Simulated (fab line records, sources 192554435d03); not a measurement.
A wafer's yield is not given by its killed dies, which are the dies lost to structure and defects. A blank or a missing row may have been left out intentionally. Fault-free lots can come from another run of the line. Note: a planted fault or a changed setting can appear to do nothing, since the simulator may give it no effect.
A lot that was struck, set against a sound lot || flow n5Finfet || 33 out of 1938 route steps
Sound: these wafers, L259.1, L259.2, L259.5. Wafers L263.1, L263.3, L263.5 were the ones struck. The cause comes at the end.
Each step with rows lists, per side, the tool, then ch with its chambers, then its first start. Under that, the readings that differ: sound wafers || struck wafers || difference of the means || sigmas: that difference in standard deviations of wafers without a fault.
alike: a reading whose means differ by less than 2 such deviations, as well as words and numbers matching on both sides. not compared: withheld readings; readings where some wafer has no value; bounds like >300 that might hide an equal value; numbers whose values overlap and for which the record gives no deviation.
A row with sigmas, a row that says differs or no value, or rows on one side alone: a step with any of these is where the two part. When numbers do not overlap yet have no deviation, they are printed without sigmas and do not part them. Lack of a reading on every wafer of one side parts them only where that side has two or more wafers.

first, 10 steps without rows for these wafers: N5_BEOL_M1_ETCH_41 (etches SiCN in CH3F/O2, target depth 31.9 nm, time 57.8 s); N5_BEOL_M1_STRIP_97 (strips in N2/H2, time 10 s); N5_BEOL_M1_HM_STRIP_39 (strips TiN in peroxide tin strip, target depth 25 nm, time 158 s); N5_BEOL_M1_SRD_40 (time 30 s); N5_BEOL_M1_PRECLEAN_42 (cleans in residue remover, time 60 s); N5_BEOL_M1_SRD_43 (time 30 s); N5_BEOL_M1_DEGAS_44 (time 60 s); N5_BEOL_M1_PRE_CLEAN_45 (time 30 s); N5_BEOL_M1_ALD_84 (deposits TaN, pulse time 2 s, purge time 3 s, co reactant purge time 2 s); N5_BEOL_M1_SURFACE_TREAT_85.
N5_BEOL_M1_CVD_47: deposits Co from CCTBA/H2, target thk 3 nm, time 223.8 s.
  sound on cvdCo-01 ch 0,1, day 7 00:58; struck on cvdCo-02 ch 0,1,2, day 8 03:51
  no value came back on the struck wafers for chamberPressureTorr (Torr), runLengthS (s); on the sound wafers chamberPressureTorr (Torr) reads 30.07 30.01 30.11
then, 19 steps without rows for these wafers: N5_BEOL_M1_SPUTTER_48 (material Cu, target thk 4.5 nm, time 8.29 s); N5_BEOL_M1_ANNEAL_49 (time 240 s); N5_BEOL_M1_SPUTTER_79 (material Cu, target thk 4.5 nm, time 8.29 s); N5_BEOL_M1_ANNEAL_80 (time 240 s); N5_BEOL_M1_SPUTTER_81 (material Cu, target thk 4.5 nm, time 8.29 s); N5_BEOL_M1_ANNEAL_82 (time 240 s); N5_BEOL_M1_SPUTTER_86 (material Cu, target thk 4.5 nm, time 8.29 s); N5_BEOL_M1_ANNEAL_87 (time 240 s); N5_BEOL_M1_SPUTTER_88 (material Cu, target thk 4.5 nm, time 8.29 s); N5_BEOL_M1_ANNEAL_89 (time 240 s); N5_BEOL_M1_SPUTTER_90 (material Cu, target thk 4.5 nm, time 8.29 s); N5_BEOL_M1_ANNEAL_91 (time 240 s); N5_BEOL_M1_SPUTTER_92 (material Cu, target thk 4.5 nm, time 8.29 s); N5_BEOL_M1_ANNEAL_93 (time 240 s); N5_BEOL_M1_SPUTTER_94 (material Cu, target thk 4.5 nm, time 8.29 s); N5_BEOL_M1_ANNEAL_95 (time 240 s); N5_BEOL_M1_SPUTTER_96 (material Cu, target thk 4.5 nm, time 8.29 s); N5_BEOL_M1_ECD_50 (material Cu, target thk 300 nm); N5_BEOL_M1_ANNEAL_51 (time 90 s).
N5_BEOL_M1_CMP_52: polishes, stops on SiOC, t overpolish 6.8 s, target thk 40 nm.
  sound on cmp-02 ch 0,2,3, day 7 03:26; struck on cmp-04 ch 1,3, day 8 06:29
{"reading": "barrierFieldEndpointS (s)", "sound": "24.9 24.9 24.8", "struck": "21.4 21.7 21.0", "difference": -3.5, "sigmas": -6}
{"reading": "model.Cu_of_BEOL_M1_ECD_50.thkNm (nm)", "sound": "38.6 40.6 41.8", "struck": "43 42.2 43.2", "difference": "+2", "sigmas": ""}
  alike: motorCurrentA
N5_BEOL_M4_RC_MEAS_101:
  the record has rows for the sound wafers here (prober-02 ch 0, day 8 16:40) and none for the struck ones
-- here the record skips 6 days between the struck wafers' starts before and after, leaving off in module BEOL_M4 and picking up in module PASSIVATION (first step shown: number 1936 of the route) --
N5_PASSIVATION_PROBE_49:
  only the struck wafers here have rows in the record (prober-01, day 14 07:21); the sound ones have none

## WHERE THEY PART
Earliest at N5_BEOL_M1_CVD_47; latest, in this record, at N5_PASSIVATION_PROBE_49.

WHY: what had been put in by the simulator
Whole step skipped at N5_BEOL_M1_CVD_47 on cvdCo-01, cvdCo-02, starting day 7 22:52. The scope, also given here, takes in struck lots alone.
